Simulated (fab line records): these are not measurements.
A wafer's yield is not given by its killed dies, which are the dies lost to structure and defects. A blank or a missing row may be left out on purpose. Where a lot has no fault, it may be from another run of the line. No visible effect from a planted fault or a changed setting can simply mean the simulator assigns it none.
A lot that was struck, set against a sound lot / flow nandHarc / 15 steps out of a route of 1302
Sound: wafers L636.1, L636.4, L636.5. Struck: wafers L637.3, L637.6. (L637.5 of the same lot was not struck and is left out.) The cause comes at the end.
Each step with rows lists, per side, the tool, then ch with its chambers, then its first start. Under that, the readings that differ: sound wafers / struck wafers / difference of the means / sigmas: that difference in standard deviations of wafers without a fault.
alike: same words and numbers on both sides, and readings whose means sit less than 2 such deviations apart. not compared: any withheld reading, any reading some wafer has no value for, any bound like >300 that may hide the same value, and any number with overlapping values for which the record gives no deviation.
The two part at a step that has a row with sigmas, a row that says differs or no value, or rows on one side only. Non-overlapping numbers with no deviation appear without sigmas and do not part them. A reading that every wafer of one side lacks parts them only if that side has two wafers or more.

first, 7 steps without rows for these wafers: NHARC_P_BONDPAD_COAT_36 (time 65 s); NHARC_P_BONDPAD_COAT_03 (resist thk 600 nm); NHARC_P_BONDPAD_SOFTBAKE_04 (time 70 s); NHARC_P_BONDPAD_EBR_05; NHARC_P_BONDPAD_EXPOSE_06 (exposes mask P BPAD); NHARC_P_BONDPAD_PEB_07 (peb time 80 s); NHARC_P_BONDPAD_DEVELOP_08 (time 50 s).
NHARC_P_BONDPAD_CD_MEAS_09: target cd 500 nm.
  sound on cdSem-01 ch 0, day 10 18:00; struck on cdSem-03 ch 0, day 11 00:46
  alike: cdNm
NHARC_P_BONDPAD_OVL_MEAS_38:
  sound: overlay-02 at day 10 18:05; struck: overlay-02 at day 11 00:51
  alike: overlayXNm, overlayYNm
then, 1 step without rows for these wafers: NHARC_P_BONDPAD_HARDBAKE_10 (time 65 s).
NHARC_P_BONDPAD_DESCUM_11: chemistry O2, time 3 s.
  sound on rieDiel-02 ch 0,2,3, day 10 18:13; struck on rieDiel-02 ch 0,3, day 11 00:58
  alike: chamberPressureMTorr, drypumpMotorCurrentA, oesProductAu, rfVppV, showerheadPlenumPTorr, throttleValvePct
  not compared: rfHoursCounterH
NHARC_P_BONDPAD_ETCH_37: etches the open film in N2/H2, target depth 60 nm, overetch 18 nm, time 65.91 s.
  sound on rieDiel-02 ch 0,3, day 10 18:20; struck on rieDiel-02 ch 0,3, day 11 01:05
  alike: chamberPressureMTorr, drypumpMotorCurrentA, n2FlowSccm, oesProductAu, rfFwdPowerW, rfVppV, showerheadPlenumPTorr, throttleValvePct
  not compared: rfHoursCounterH
NHARC_P_BONDPAD_ETCH_12: etches the open film in CHF3/O2, target depth 200 nm, time 100 s.
  sound on rieDiel-02 ch 0,2,3, day 10 18:26; struck on rieDiel-02 ch 2, day 11 01:12
reading=oesProductAu (a.u.); sound=0.953 0.953 0.953; struck=1.182 1.180; difference=+0.228; sigmas=+10
reading=rfFwdPowerW (W); sound=495.0 495.2 497.1; struck=695.3 698.1; difference=+200.9; sigmas=+99 or more
  alike: chamberPressureMTorr, drypumpMotorCurrentA, rfVppV, showerheadPlenumPTorr, throttleValvePct
  not compared: rfHoursCounterH
NHARC_P_BONDPAD_CD_MEAS_13:
  sound: cdSem-02 at day 10 18:34; struck: cdSem-01 at day 11 01:20
  alike: cdNm
-- jump in the record: it breaks off in module P_BONDPAD and resumes in module END (first step shown: number 1302 of the route), and 20 days separate the struck wafers' starts before and after --
NHARC_END_SORT_01:
  sound on prober-02 ch 0, day 28 16:26; struck on prober-02 ch 0, day 30 18:08
  alike: defectLimitedYield, killedAtArray, killedAtOther, killedAtPeriphery, killedDies, killedOpen, killedShort

WHERE THEY PART
Only at NHARC_P_BONDPAD_ETCH_12, within this record. Later steps at which nothing parts them and some readings are alike: NHARC_P_BONDPAD_CD_MEAS_13, NHARC_END_SORT_01.

WHY: the cause the simulator had injected
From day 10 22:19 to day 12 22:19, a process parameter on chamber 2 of rieDiel-02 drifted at NHARC_P_BONDPAD_ETCH_12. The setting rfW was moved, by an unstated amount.
